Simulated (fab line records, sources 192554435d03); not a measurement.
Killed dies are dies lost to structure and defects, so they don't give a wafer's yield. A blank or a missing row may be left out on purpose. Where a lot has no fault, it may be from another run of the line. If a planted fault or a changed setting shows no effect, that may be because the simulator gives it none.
The tool behind it: which one?    flow n5 finfet    27 wafers from 9 lots sampled at 2 of the route's 1938 steps

## WHAT EACH GAUGE READ, for each wafer
N5_FIN_CUT_OVL_MEAS_09.
lot   measured     on          FIN_CUT_OVL (nm)
L502  day 2 04:09  overlay-01  -0.4 -0.3 0.7
L503  day 2 09:02  overlay-01  0.9 -0.3 0.8
L504  day 2 15:14  overlay-02  -0.2 0.5 -0.6
L506  day 3 03:46  overlay-02  0.7 -0.1 0.6
L511  day 4 09:38  overlay-02  0.9 0.7 0.1
L514  day 5 04:05  overlay-02  -0.6 -0.5 -0.7
L520  day 6 17:22  overlay-02  0.2 -0.3 -0.5
L522  day 7 02:38  overlay-01  -1.1 -1.4 -0.3
L525  day 7 21:17  overlay-01  0.3 0.1 0.1

## WHICH TOOL RAN EACH LOT (tool, then ch and the chambers of the sampled wafers, then the start)
lot   N5_FIN_SAQP_SPACER2_ALD_28
L502  ald sin-04 ch 0,2, day 2 02:40
L503  ald sin-04 ch 0,2,3, day 2 07:36
L504  ald sin-03 ch 1,2, day 2 13:40
L506  ald sin-03 ch 1,2, day 3 02:17
L511  ald sin-03 ch 2,3, day 4 07:50
L514  ald sin-03 ch 0,2,3, day 5 02:34
L520  ald sin-03 ch 0,1,3, day 6 15:51
L522  ald sin-04 ch 0,3, day 7 00:54
L525  ald sin-04 ch 2,3, day 7 19:50
- N5_FIN_SAQP_SPACER2_ALD_28: deposits SiO2, target thk 8.1 nm, pulse time 1 s, purge time 2 s.

## THE ANSWER, worked out from the rows above alone
Rule: the lots themselves supply what counts as usual. The widest of any qualifying gaps counts: lots, ordered by their means at a reading, are off when they make up no more than a third of the lots, leave a main group of 4 or more, and stand apart from it by 3 or more times the standard deviation of that group's means. Not used: any main group whose means are identical at the precision the tables above print for the reading. A lot without any number at a reading at which 4 lots or more have one is off too. Where the step has rows for the other lots, those lots are counted as sound.
Across all readings shown, no lot is off: no conclusion can be drawn from this.

## WHAT THE SIMULATOR HAD INSERTED
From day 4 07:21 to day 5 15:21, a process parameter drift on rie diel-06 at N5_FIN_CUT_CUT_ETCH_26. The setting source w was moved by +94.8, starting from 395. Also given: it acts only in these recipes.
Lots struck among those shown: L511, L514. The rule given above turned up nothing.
